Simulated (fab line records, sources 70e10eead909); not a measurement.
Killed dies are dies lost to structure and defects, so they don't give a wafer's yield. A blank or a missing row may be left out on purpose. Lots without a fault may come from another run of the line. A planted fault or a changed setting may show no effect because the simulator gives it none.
Chamber matching | flow nand_harc | NHARC_P_GATE_DESCUM_93 on rie_diel-13: 4 sister chambers
The step chemistry O2, time 3 s. 14 wafers are shown with their chamber, then 7 later ones without.

WAFERS WITH THEIR CHAMBER
wafer  | chamber | showerhead_plenum_p_Torr (Torr) | drypump_motor_current_A (A) | rf_vpp_V (V)
L074.1 | 3       | 1.78                            | 6.5                         | 57.0
L074.5 | 0       | 1.97                            | 5.5                         | 57.8
L074.6 | 3       | 1.78                            | 6.5                         | 57.0
L075.2 | 2       | 1.82                            | 5.7                         | 58.4
L075.3 | 1       | 1.89                            | 5.4                         | 56.6
L075.6 | 3       | 1.78                            | 6.5                         | 55.6
L078.1 | 0       | 1.97                            | 5.5                         | 58.8
L078.4 | 3       | 1.78                            | 6.6                         | 57.6
L078.5 | 3       | 1.78                            | 6.5                         | 56.8
L081.2 | 1       | 1.88                            | 5.4                         | 58.7
L081.3 | 3       | 1.78                            | 6.5                         | 58.0
L081.4 | 0       | 1.97                            | 5.4                         | 58.2
L084.1 | 2       | 1.81                            | 5.7                         | 56.2
L084.3 | 1       | 1.88                            | 5.4                         | 57.5

SIGNATURES (means of the wafers above)
reading                  | chamber 0 | chamber 1 | chamber 2 | chamber 3 | scatter within a chamber
showerhead_plenum_p_Torr | 1.9700    | 1.8833    | 1.8150    | 1.7800    | 0.00342
drypump_motor_current_A  | 5.467     | 5.400     | 5.700     | 6.517     | 0.0387
rf_vpp_V                 | 58.267    | 57.600    | 57.300    | 57.000    | 0.922
Rule: a wafer's distance from a chamber is the root of the sum, over the readings, of the square of ((its reading less the chamber's mean) divided by the reading's scatter). The wafer belongs to the nearest chamber; if the next one is less than 2 further off, it can't be placed. The scatter: the root of (the sum of the squares of (reading less its chamber's mean) over the shown wafers, divided by (wafers less chambers)).

WAFERS WITHOUT THEIR CHAMBER
wafer  | showerhead_plenum_p_Torr (Torr) | drypump_motor_current_A (A) | rf_vpp_V (V)
L084.5 | 1.97                            | 5.4                         | 57.9
L085.4 | 1.96                            | 5.4                         | 57.0
L085.5 | 1.96                            | 5.5                         | 58.1
L085.6 | 1.78                            | 6.5                         | 57.3
L087.4 | 1.81                            | 5.7                         | 57.1
L087.5 | 1.88                            | 5.4                         | 57.8
L087.6 | 1.81                            | 5.7                         | 57.9

WHICH CHAMBER EACH WENT THROUGH
wafer  | from the rows above | in truth
L084.5 | 0                   | 0
L085.4 | 0                   | 0
L085.5 | 0                   | 0
L085.6 | 3                   | 3
L087.4 | 2                   | 2
L087.5 | 1                   | 1
L087.6 | 2                   | 2
Placed correctly: 7 of 7. Can't be placed from these rows: 0. Placed wrongly: 0.
